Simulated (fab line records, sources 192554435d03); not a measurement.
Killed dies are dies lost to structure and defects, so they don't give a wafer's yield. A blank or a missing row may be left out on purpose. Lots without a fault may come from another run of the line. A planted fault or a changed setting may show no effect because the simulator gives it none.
Chamber matching | flow n5_finfet | N5_BEOL_M0_SAQP_PECVD_96 on pecvd-02: 3 sister chambers
The step deposits a-Si from SiH4/He, target thk 45 nm, time 45.2 s. 6 wafers are shown with their chamber, then 7 later ones without.

WAFERS WITH THEIR CHAMBER
wafer  | chamber | showerhead_plenum_p_Torr (Torr) | throttle_valve_pct (%)
L082.2 | 1       | 5.66                            | 18.8
L085.2 | 2       | 5.59                            | 18.1
L085.3 | 0       | 5.71                            | 18.7
L085.5 | 1       | 5.68                            | 18.8
L086.1 | 2       | 5.60                            | 17.6
L086.4 | 0       | 5.72                            | 18.5

WAFERS WITHOUT THEIR CHAMBER
wafer  | showerhead_plenum_p_Torr (Torr) | throttle_valve_pct (%)
L086.6 | 5.66                            | 19.0
L087.1 | 5.68                            | 18.7
L087.4 | 5.69                            | 18.2
L087.5 | 5.59                            | 17.9
L091.1 | 5.64                            | 18.7
L091.3 | 5.59                            | 17.7
L091.5 | 5.60                            | 18.1

WHICH CHAMBER EACH WENT THROUGH
wafer  | from the rows above     | in truth
L086.6 | 1                       | 1
L087.1 | 1                       | 1
L087.4 | can't be placed: 0 or 1 | 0
L087.5 | 2                       | 2
L091.1 | 1                       | 1
L091.3 | 2                       | 2
L091.5 | 2                       | 2
Placed correctly: 6 of 7. Can't be placed from these rows: 1 (the true chamber is among the candidates in 1). Placed wrongly: 0.
How it was worked out, from the rows above alone: a wafer's distance from a chamber is the root of the sum, over the readings, of the square of ((its reading less the chamber's mean) divided by the reading's scatter). The wafer belongs to the nearest chamber; if the next one is less than 2 further off, it can't be placed. A chamber's mean is the mean of its shown wafers. The scatter: the root of (the sum of the squares of (reading less its chamber's mean) over the shown wafers, divided by (wafers less chambers)).
